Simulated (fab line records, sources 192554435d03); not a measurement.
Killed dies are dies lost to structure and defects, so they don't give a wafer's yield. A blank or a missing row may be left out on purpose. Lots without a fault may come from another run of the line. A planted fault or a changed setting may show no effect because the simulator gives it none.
Chamber matching | flow n5_finfet | N5_BEOL_M4_ETCHBACK_99 on rie_diel-06: 4 sister chambers
The step etches SiO2 in CHF3, target depth 5 nm, time 10.4 s. 18 wafers are shown with their chamber, then 9 later ones without.

WAFERS WITH THEIR CHAMBER
wafer  | chamber | showerhead_plenum_p_Torr (Torr) | drypump_motor_current_A (A) | rf_vpp_V (V)
L075.1 | 0       | 2.30                            | 5.8                         | 233
L075.2 | 2       | 2.11                            | 4.9                         | 245
L075.5 | 1       | 2.08                            | 5.8                         | 250
L078.1 | 0       | 2.29                            | 5.8                         | 234
L078.3 | 2       | 2.10                            | 4.9                         | 246
L078.6 | 0       | 2.29                            | 5.8                         | 232
L079.1 | 2       | 2.10                            | 5.0                         | 245
L079.2 | 0       | 2.29                            | 5.8                         | 232
L079.3 | 3       | 2.25                            | 6.0                         | 238
L079.4 | 0       | 2.29                            | 5.8                         | 235
L079.5 | 2       | 2.10                            | 5.0                         | 245
L079.6 | 3       | 2.25                            | 6.0                         | 240
L086.1 | 1       | 2.07                            | 5.8                         | 251
L086.2 | 2       | 2.10                            | 4.9                         | 244
L086.3 | 0       | 2.28                            | 5.9                         | 232
L086.4 | 3       | 2.24                            | 6.0                         | 238
L086.5 | 3       | 2.24                            | 6.0                         | 238
L086.6 | 2       | 2.10                            | 5.0                         | 245

SIGNATURES (means of the wafers above)
reading                  | chamber 0 | chamber 1 | chamber 2 | chamber 3 | scatter within a chamber
showerhead_plenum_p_Torr | 2.2900    | 2.0750    | 2.1017    | 2.2450    | 0.00556
drypump_motor_current_A  | 5.817     | 5.800     | 4.950     | 6.000     | 0.0408
rf_vpp_V                 | 233.00    | 250.50    | 245.00    | 238.50    | 0.982
Rule: a wafer's distance from a chamber is the root of the sum, over the readings, of the square of ((its reading less the chamber's mean) divided by the reading's scatter). The wafer belongs to the nearest chamber; if the next one is less than 2 further off, it can't be placed. The scatter: the root of (the sum of the squares of (reading less its chamber's mean) over the shown wafers, divided by (wafers less chambers)).

WAFERS WITHOUT THEIR CHAMBER
wafer  | showerhead_plenum_p_Torr (Torr) | drypump_motor_current_A (A) | rf_vpp_V (V)
L090.3 | 2.07                            | 5.8                         | 250
L090.4 | 2.10                            | 5.0                         | 247
L090.6 | 2.10                            | 4.9                         | 245
L095.1 | 2.09                            | 5.0                         | 245
L095.2 | 2.23                            | 6.0                         | 239
L095.3 | 2.28                            | 5.8                         | 233
L095.4 | 2.06                            | 5.8                         | 249
L095.5 | 2.28                            | 5.8                         | 233
L095.6 | 2.06                            | 5.8                         | 250

WHICH CHAMBER EACH WENT THROUGH
wafer  | from the rows above | in truth
L090.3 | 1                   | 1
L090.4 | 2                   | 2
L090.6 | 2                   | 2
L095.1 | 2                   | 2
L095.2 | 3                   | 3
L095.3 | 0                   | 0
L095.4 | 1                   | 1
L095.5 | 0                   | 0
L095.6 | 1                   | 1
Placed correctly: 9 of 9. Can't be placed from these rows: 0. Placed wrongly: 0.
